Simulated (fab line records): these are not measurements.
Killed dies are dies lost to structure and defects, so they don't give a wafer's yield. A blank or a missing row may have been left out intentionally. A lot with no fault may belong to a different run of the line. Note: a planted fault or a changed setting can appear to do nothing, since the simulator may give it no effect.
Split-lot trial | flow n5 finfet | 7 lots, 39 wafers read, on a route of 1938 steps

THE SPLIT ITSELF
At N5_SDB_ALD_29 (deposits SiNx, target thk 30 nm, pulse time 1 s, ald cycles 600), the setting ald cycles was moved away from the recipe's 600 on 12 of the 39 wafers read, by -22.3% to +57.0%. All remaining wafers had this setting at the recipe value.

Reading taken at the split's own step.

THE READING
SiNx_of_SDB_ALD_29.thk nm (the simulator's own value, which no gauge read), in nm, at N5_SDB_ALD_29 (deposits SiNx, target thk 30 nm, pulse time 1 s, ald cycles 600). There is no usual value for it anywhere in the file. The 27 wafers here that ran the recipe average 29.9 nm, standard deviation 0.11 nm.

wafer  | tool, chamber at the split | ald cycles as run | against the recipe | SiNx_of_SDB_ALD_29.thk nm, nm | against lot-mates on the recipe
L076.1 | ald sin-04, 2,1,3,2,3      | 600               | recipe             | 29.8                          | -
L076.2 | ald sin-04, 2,1,3,2,3      | 600               | recipe             | 29.8                          | -
L076.3 | ald sin-04, 2,1,3,2,3      | 600               | recipe             | 29.8                          | -
L076.5 | ald sin-04, 2,1,3,2,3      | 600               | recipe             | 29.8                          | -
L076.6 | ald sin-04, 2,1,3,2,3      | 600               | recipe             | 29.8                          | -
L076.4 | ald sin-04, 0              | 600               | recipe             | 30                            | -
L084.1 | ald sin-03, 1,3            | 941               | +56.8%             | 47.2                          | +17.2
L084.3 | ald sin-03, 1,3            | 941               | +56.8%             | 47.2                          | +17.2
L084.2 | ald sin-03, 2,0,1          | 600               | recipe             | 30                            | -
L084.4 | ald sin-03, 2,0,1          | 600               | recipe             | 30                            | -
L084.6 | ald sin-03, 2,0,1          | 600               | recipe             | 30                            | -
L084.5 | ald sin-03, 2              | 941               | +56.8%             | 47                            | +17.0
L085.1 | ald sin-02, 3,3,0          | 942               | +57.0%             | 47.2                          | +17.2
L085.5 | ald sin-02, 3,3,0          | 942               | +57.0%             | 47.2                          | +17.2
L085.6 | ald sin-02, 3,3,0          | 942               | +57.0%             | 47.2                          | +17.2
L085.2 | ald sin-02, 0,1,2          | 600               | recipe             | 30                            | -
L085.3 | ald sin-02, 0,1,2          | 600               | recipe             | 30                            | -
L085.4 | ald sin-02, 0,1,2          | 600               | recipe             | 30                            | -
L088.1 | ald sin-04, 1,2,2          | 600               | recipe             | 30                            | -
L088.2 | ald sin-04, 1,2,2          | 600               | recipe             | 30                            | -
L088.6 | ald sin-04, 1,2,2          | 600               | recipe             | 30                            | -
L088.3 | ald sin-04, 3,0,1          | 600               | recipe             | 29.8                          | -
L088.4 | ald sin-04, 3,0,1          | 600               | recipe             | 29.8                          | -
L088.5 | ald sin-04, 3,0,1          | 600               | recipe             | 29.8                          | -
L095.1 | ald sin-03, 2,3            | 600               | recipe             | 30                            | -
L095.6 | ald sin-03, 2,3            | 600               | recipe             | 30                            | -
L095.3 | ald sin-03, 0              | 600               | recipe             | 30.2                          | -
L096.1 | ald sin-03, 3,0,3          | 892               | +48.7%             | 44.6                          | +14.6
L096.2 | ald sin-03, 3,0,3          | 892               | +48.7%             | 44.6                          | +14.6
L096.6 | ald sin-03, 3,0,3          | 892               | +48.7%             | 44.6                          | +14.6
L096.3 | ald sin-03, 1,2,0          | 600               | recipe             | 30                            | -
L096.4 | ald sin-03, 1,2,0          | 600               | recipe             | 30                            | -
L096.5 | ald sin-03, 1,2,0          | 600               | recipe             | 30                            | -
L097.1 | ald sin-03, 0,2            | 600               | recipe             | 30                            | -
L097.6 | ald sin-03, 0,2            | 600               | recipe             | 30                            | -
L097.2 | ald sin-03, 1,2,1          | 466               | -22.3%             | 23.2                          | -6.7
L097.4 | ald sin-03, 1,2,1          | 466               | -22.3%             | 23.2                          | -6.7
L097.5 | ald sin-03, 1,2,1          | 466               | -22.3%             | 23.2                          | -6.7
L097.3 | ald sin-03, 3              | 600               | recipe             | 29.8                          | -
Rows listing several chambers each stand for several wafers; the file does not say which wafer went through which chamber.

FIT RESULTS
A straight line over all 39 wafers: SiNx_of_SDB_ALD_29.thk nm changes by +0.302 nm for each +1% of ald cycles; r = +1.00; the points scatter about the line by 0.096 nm.
The same after taking each lot's own level away (the mean of its wafers on the recipe; 39 wafers): +0.301 nm for each +1%; r = +1.00; scatter 0.071 nm.
Per that fit: largest ald cycles move, reading shift of 17 nm.
Measured against the standard deviation above, the lots' own levels, which go from 29.83 to 30.07 nm, span 2.2 times it.
The two slopes agree, so the slope changes little with the lot-to-lot level.
Check: with one of the wafers moved furthest among these (+57.0%) left out of the fit, the line predicts +17.2 nm for it against its lot-mates. Against them it came out at +17.2 nm.

THE OTHER SPLITS THESE WAFERS WENT THROUGH
Before the reading, these wafers also passed through other splits. Each is held against what the fit with the lots' levels taken away leaves over:
other split on the same wafers          | wafers away from the commonest value | r with SiNx_of_SDB_ALD_29.thk nm (lot level and that fit taken away)
N5_ZERO_LAYER_DEVELOP_10 develop time s | 18                                   | +0.14
N5_FIN_SAQP_HM_DEP_72 time s            | 15                                   | +0.24
N5_SD_EPI_N_ETCH_45 target depth a      | 18                                   | -0.05

THE FILE'S OWN FIT
SiNx_of_SDB_ALD_29.thk nm changes by +0.301 nm for each +1% of ald cycles, r = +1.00.
